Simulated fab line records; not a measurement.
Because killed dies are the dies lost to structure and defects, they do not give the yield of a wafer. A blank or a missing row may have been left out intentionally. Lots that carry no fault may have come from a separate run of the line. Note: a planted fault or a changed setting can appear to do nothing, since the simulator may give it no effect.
Struck lot and sound lot, side by side || flow n5Finfet || 43 out of 1938 route steps
Sound: the wafers L391.1, L391.5, L391.6. Struck: wafers L394.2, L394.4. (L394.6 of the same lot was not struck and is left out.) The cause comes at the end.
Order at every step that has rows: each side's tool, ch and its chambers, its first start. Under that, the readings that differ: sound wafers || struck wafers || difference of the means || sigmas: that difference in standard deviations of wafers without a fault.
alike: readings with means less than 2 such deviations apart, plus words and numbers identical on both sides. not compared: withheld readings, readings lacking a value on some wafer, bounds such as >300 that could conceal the same value, and numbers that have no deviation in the record and whose values overlap.
Wherever a step has rows on one side only, a row that says differs or no value, or a row with sigmas, the two part there. Numbers that have no deviation but don't overlap get no sigmas and don't part them. A reading missing from all wafers of one side parts the sides only when that side holds two or more wafers.

first, 5 steps without rows for these wafers: N5_BEOL_M6_ALD_77 (deposits TaN, target thk 2 nm, pulse time 2 s, purge time 3 s); N5_BEOL_M6_SURFACE_TREAT_79; N5_BEOL_M6_CVD_78 (deposits Co from CCTBA/H2, target thk 2 nm, time 142.3 s); N5_BEOL_M6_SPUTTER_48 (material Cu, target thk 10 nm, time 1.667 s); N5_BEOL_M6_ECD_50 (material Cu, target thk 300 nm).
N5_BEOL_M6_ANNEAL_51: time 90 s.
  sound on rtpAnneal-01 ch 0, day 11 05:35; struck on rtpAnneal-01 ch 0, day 11 23:25
  alike: wafer_temp_C_max
then, 1 step without rows for these wafers: N5_BEOL_M6_CMP_52 (polishes, stops on SiCOH lowk, t overpolish 6.9 s, target thk 80 nm).
N5_BEOL_M6_THK_MEAS_53: measures by xrf.
  sound on filmMetro-02 at day 11 06:11; struck on filmMetro-01 at day 11 23:58
  alike: M6_THK
then, 2 steps without rows for these wafers: N5_BEOL_M6_PRE_CLEAN_55 (time 15 s); N5_BEOL_M6_DEP_56 (deposits SiCN from 3MS/NH3, target thk 10 nm, time 17.5 s).
N5_BEOL_M6_RS_MEAS_57: the measuring method here is four-point-probe.
  sound on filmMetro-02 at day 11 06:19; struck on filmMetro-01 at day 12 00:05
  alike: M6_RS
N5_BEOL_M6_INSPECT_58: inspects for defects (darkfield).
  sound on defectInspect-01 at day 11 06:20; struck on defectInspect-01 at day 12 00:07
{"reading": "rawDefectCount", "sound": "45 59 62", "struck": "103 127", "difference": "+60", "sigmas": "+3"}
N5_BEOL_M7_ILD_DEP_00: deposits SiCOH lowk from DEMS/porogen, target thk 179.75 nm, time 33.4 s.
  sound on pecvd-03 ch 0,1,2, day 11 06:23; struck on pecvd-02 ch 0, day 12 00:09
{"reading": "heaterPowerW (W)", "sound": "222 276 371", "struck": "392 394", "difference": "+103", "sigmas": "+2"}
{"reading": "susceptorTempC (C)", "sound": "300.00 299.95 300.23", "struck": "307.59 307.46", "difference": "+7.46", "sigmas": "+37"}
{"reading": "model.SiCOH_lowk_of_BEOL_M7_ILD_DEP_00.thkNm (nm)", "sound": "176.2 183.2 179.2", "struck": "168.4 171.4", "difference": -9.6, "sigmas": ""}
  alike: showerheadPlenumPTorr, throttleValvePct
N5_BEOL_M7_CURE_74: cures SiCOH lowk, time 240 s.
  sound on uvCure-03 ch 2, day 11 06:26; struck on uvCure-02 ch 2, day 12 00:18
{"reading": "wafer_temp_C_max", "sound": "387.8 388.1 387.9", "struck": "385.5 385.9", "difference": -2.2, "sigmas": -3}
  alike: lampPowerPct
N5_BEOL_M7_THK_MEAS_01:
  sound on filmMetro-02 at day 11 06:57; struck on filmMetro-01 at day 12 00:44
{"reading": "M7_ILD_THK (nm)", "sound": "151.9 157.9 154.5", "struck": "145.1 147.7", "difference": -8.4, "sigmas": -3}
then, 1 step without rows for these wafers: N5_BEOL_M7_PECVD_70 (deposits SiO2 from TEOS/O2, target thk 20 nm, time 22.7 s).
N5_BEOL_M7_HM_DEP_02: deposits TiN, target thk 20 nm.
  sound on pvdSputter-02 at day 11 07:04; struck on pvdSputter-02 at day 12 02:47
  alike: chamberPressurePa, susceptorTempC, throttleValvePct
then, 8 steps without rows for these wafers: N5_BEOL_M7_COAT_59 (time 60 s, resist thk 100 nm); N5_BEOL_M7_COAT_60 (time 60 s, resist thk 35 nm); N5_BEOL_M7_COAT_05 (resist thk 90 nm); N5_BEOL_M7_EBR_07; N5_BEOL_M7_SOFTBAKE_06 (time 60 s); N5_BEOL_M7_EXPOSE_08 (exposes mask M7); N5_BEOL_M7_PEB_09 (peb time 60 s); N5_BEOL_M7_DEVELOP_10 (develop time 30 s).
N5_BEOL_M7_CD_MEAS_11: target cd 38.5 nm.
  sound on cdSem-02 ch 0, day 11 07:34; struck on cdSem-01 ch 0, day 12 03:10
  alike: cdNm
N5_BEOL_M7_OVL_MEAS_12:
  sound on overlay-01 ch 0, day 11 07:36; struck on overlay-01 ch 0, day 12 03:11
  alike: M7_OVL
N5_BEOL_M7_INSPECT_13: inspects for defects (brightfield).
  sound on defectInspect-01 at day 11 07:37; struck on defectInspect-02 at day 12 03:13
  alike: rawDefectCount
then, 1 step without rows for these wafers: N5_BEOL_M7_DESCUM_16 (chemistry O2, time 7.9 s).
N5_BEOL_M7_ETCH_61: etches SiARC in CF4, target depth 45.5 nm, time 75.8 s.
  sound on rieDiel-01 ch 0,1,2, day 11 07:41; struck on rieDiel-05 ch 0,3, day 12 03:17
{"reading": "oesProductAu (a.u.)", "sound": "0.74 0.76 0.69", "struck": "0.60 0.59", "difference": -0.14, "sigmas": -2}
{"reading": "throttleValvePct (%)", "sound": "15.24 15.30 15.28", "struck": "15.57 16.05", "difference": "+0.54", "sigmas": "+2"}
  alike: drypumpMotorCurrentA, etchRfOnTimeS, rfVppV, showerheadPlenumPTorr
  not compared: rfHoursCounterH
N5_BEOL_M7_ETCH_62: etches SOC in N2/H2, target depth 110 nm, overetch 22 nm, time 165 s.
  sound on rieDiel-01 ch 0,1,2, day 11 07:44; struck on rieDiel-05 ch 0,3, day 12 03:20
{"reading": "oesProductAu (a.u.)", "sound": "0.75 0.72 0.71", "struck": "0.60 0.59", "difference": -0.13, "sigmas": -2}
{"reading": "throttleValvePct (%)", "sound": "17.33 17.56 17.28", "struck": "17.93 18.18", "difference": "+0.66", "sigmas": "+2"}
  alike: drypumpMotorCurrentA, rfVppV, showerheadPlenumPTorr
  not compared: rfHoursCounterH
then, 4 steps without rows for these wafers: N5_BEOL_M7_STRIP_68 (strips in N2/H2); N5_BEOL_M7_STRIP_67 (strips in CF4); N5_BEOL_M7_HM_OPEN_17 (chemistry Cl2/BCl3, target TiN, target depth 20 nm, overetch 6 nm); N5_BEOL_M7_STRIP_19 (strips in O2).
N5_BEOL_M7_CD_MEAS_18: pitch 80 nm, target cd 40 nm.
  sound on cdSem-01 at day 11 08:12; struck on cdSem-01 at day 12 03:49
  alike: cdNm
then, 6 steps without rows for these wafers: N5_BEOL_M7_COAT_63 (time 60 s, resist thk 60 nm); N5_BEOL_M7_COAT_64 (time 60 s, resist thk 12 nm); N5_BEOL_M7_COAT_71 (time 60 s, resist thk 5 nm); N5_BEOL_M7_COAT_22 (resist thk 30 nm); N5_BEOL_M7_EBR_24; N5_BEOL_M7_SOFTBAKE_23 (time 60 s).
N5_BEOL_M7_CMP_52: polishes, stops on SiCOH lowk, t overpolish 6.9 s, target thk 80 nm.
  sound on cmp-03 ch 1,2, day 11 11:38; struck on cmp-01 ch 0,2, day 12 08:34
{"reading": "model.SiCOH_lowk_of_BEOL_M7_ILD_DEP_00.thkNm (nm)", "sound": "149 155 151.6", "struck": "142 144.8", "difference": -8, "sigmas": ""}
  alike: barrierFieldEndpointS, motorCurrentA, overpolishRunS, retainingRingPressureFrac, timeToEndpointS

## WHERE THEY PART
First at N5_BEOL_M6_INSPECT_58; last, within this record, at N5_BEOL_M7_ETCH_62. Later steps at which nothing parts them and some readings are alike: N5_BEOL_M7_CD_MEAS_18, N5_BEOL_M7_CMP_52.

WHY: what the simulator had put in
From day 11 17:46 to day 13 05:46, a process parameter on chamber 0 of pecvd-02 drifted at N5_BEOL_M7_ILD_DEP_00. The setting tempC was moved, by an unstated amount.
